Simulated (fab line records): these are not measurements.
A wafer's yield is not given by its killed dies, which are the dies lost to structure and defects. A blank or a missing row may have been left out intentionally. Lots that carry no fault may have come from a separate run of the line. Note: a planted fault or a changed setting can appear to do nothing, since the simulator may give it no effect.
Chamber matching -- flow nand_harc -- rie_diel-05 running NHARC_P_GATE_DESCUM_61: 4 sister chambers
The step chemistry O2, time 3 s. 7 wafers are shown with their chamber, then 8 later ones without.

## WAFERS WITH THEIR CHAMBER
wafer,chamber,drypump_motor_current_A (A),oes_product_au (a.u.)
L941.1,0,5.3,1.005
L941.2,2,5.2,1.013
L941.5,3,4.8,0.992
L943.4,3,4.8,0.988
L943.5,0,5.3,0.998
L943.6,1,6.5,1.012
L952.4,1,6.4,1.007

## WAFERS WITH NO CHAMBER GIVEN
wafer,drypump_motor_current_A (A),oes_product_au (a.u.)
L952.5,5.2,1.011
L952.6,6.4,1.019
L953.1,5.3,0.999
L953.2,4.9,1.003
L953.4,6.4,1.007
L954.3,6.4,1.007
L954.4,5.2,1.006
L954.5,5.3,0.997

## WHICH CHAMBER EACH ONE RAN IN
wafer,from the rows above,in truth
L952.5,2,2
L952.6,1,1
L953.1,0,0
L953.2,3,3
L953.4,1,1
L954.3,1,1
L954.4,can't be placed: 2 or 0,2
L954.5,0,0
Correct placement for 7 of the 8. From these rows, 1 cannot be placed; in 1 the true chamber is one of the candidates. Number placed wrongly: 0.
How it was worked out, from the rows above alone: a wafer's distance from a chamber is the root of the sum, over the readings, of the square of ((its reading less the chamber's mean) divided by the reading's scatter). The wafer belongs to the nearest chamber; if the next one is less than 2 further off, it can't be placed. Each chamber's mean is taken over the wafers shown for it. The scatter: the root of (the sum of the squares of (reading less its chamber's mean) over the shown wafers, divided by (wafers less chambers)).
